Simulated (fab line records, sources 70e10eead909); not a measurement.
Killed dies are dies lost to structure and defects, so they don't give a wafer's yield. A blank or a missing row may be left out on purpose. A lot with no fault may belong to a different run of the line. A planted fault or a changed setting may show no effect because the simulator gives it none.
8D (eight disciplines) problem report, filled in by code    flow nand harc    the parts of the form that need people (team, actions taken, sign-off) are left out

1. WHAT WENT WRONG
run length s at NHARC_THIN_TSV_ETCH_59 reads a mean of 61.9 s on 5 wafers of 2 lots; wafers without a fault read 159.5 s with a standard deviation of 0.41. So: -99 or more standard deviations from the usual mean.
The step: etches the open film in Cl2/BCl3, target depth 880 nm, time 138.1 s.
The first sign was on wafer L966.2 at day 30 01:34, on rie metal-02. At this step, 42 wafers from 14 lots have a number in the record. Rule for "out", or "out of limits": more than 4 standard deviations from the usual mean. Any other wafer with a number is counted as sound.

2. WHAT IT IS AND WHAT IT IS NOT
question                     is                                      is not
which readings at this step  run length s                            drypump motor current A, oes product au
which lots                   L966, L967                              L952, L953, L954, L955, L956, L957, L958, L959, L963, L972, L973, L975
which wafers of those lots   L966.2, L966.4, L966.6, L967.3, L967.6  L967.1
read on which tools          rie metal-02                            rie metal-01, rie metal-03
when                         from day 30 01:34                       up to then (27 sound wafers); but 10 sound wafers of L967, L972, L973, L975 came after

3. THE SUSPECTS, EACH WITH WHAT RULES IT OUT
Counting: if a tool at a process step up to the reading ran every lot that is out, it stays a suspect. Sound lots after the first of them don't rule it out here, since some wafers of a struck lot are sound.
- plasma asher-02 at NHARC_THIN_TSV_STRIP_45 (strips in O2): kept. It ran every lot that is out, first L966 (day 29 20:19); its last sound lot up to then is L959 (day 26 18:41).
- pvd sputter-02 at NHARC_THIN_TSV_PVD_19 (deposits TaN, target thk 20 nm): kept. It ran every lot that is out, first L966 (day 30 01:34); its last sound lot up to then is L959 (day 26 23:58). With no start given for some of its lots, NHARC_THIN_TSV_PVD_19 uses the hours and lot order of NHARC_THIN_TSV_ETCH_59.
- rie metal-02 at NHARC_THIN_TSV_ETCH_59 (etches the open film in Cl2/BCl3, target depth 880 nm, time 138.1 s): kept. It ran every lot that is out, first L966 (day 30 01:34); its last sound lot up to then is L958 (day 26 17:50). On those wafers its own readings are out: run length s.
- The sound lot-mates ran in chamber 1 of rie metal-02 at NHARC_THIN_TSV_ETCH_59, but the wafers that are out ran in chamber 0.
After the count, these remain: plasma asher-02 at NHARC_THIN_TSV_STRIP_45, pvd sputter-02 at NHARC_THIN_TSV_PVD_19 and rie metal-02 at NHARC_THIN_TSV_ETCH_59.

4. THE CAUSE (what the simulator had put in)
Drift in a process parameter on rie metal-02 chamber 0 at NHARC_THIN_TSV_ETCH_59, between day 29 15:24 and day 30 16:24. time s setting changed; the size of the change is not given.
After counting, 3 suspects remain, this tool included.

5. SEQUENCE OF EFFECTS, ordered by route
Each row: a reading where the mean over the struck wafers with a number is more than 3 standard deviations away from the usual. Only readings for which the record gives a usual standard deviation are gone through. hours: the time from each lot's start at the first step in this table that gives one to its start at this step, as a median over the lots. sigmas: the change in usual standard deviations.
hours  step                    reading       usual    on struck wafers  change  sigmas
0      NHARC_THIN_TSV_ETCH_59  run length s  159.5 s  61.9              -97.6   -99 or more
Its process steps:
- NHARC_THIN_TSV_ETCH_59: etches the open film in Cl2/BCl3, target depth 880 nm, time 138.1 s.
At these later measuring or inspecting steps, every struck wafer for which the step has a row has a number for every such reading, and none has moved that far: NHARC_THIN_TSV_INSPECT_40.

6. WHAT WOULD HAVE CAUGHT IT SOONER
The fault began at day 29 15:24; the first out-of-limits reading in this record came at day 30 01:34, 10 hours later.
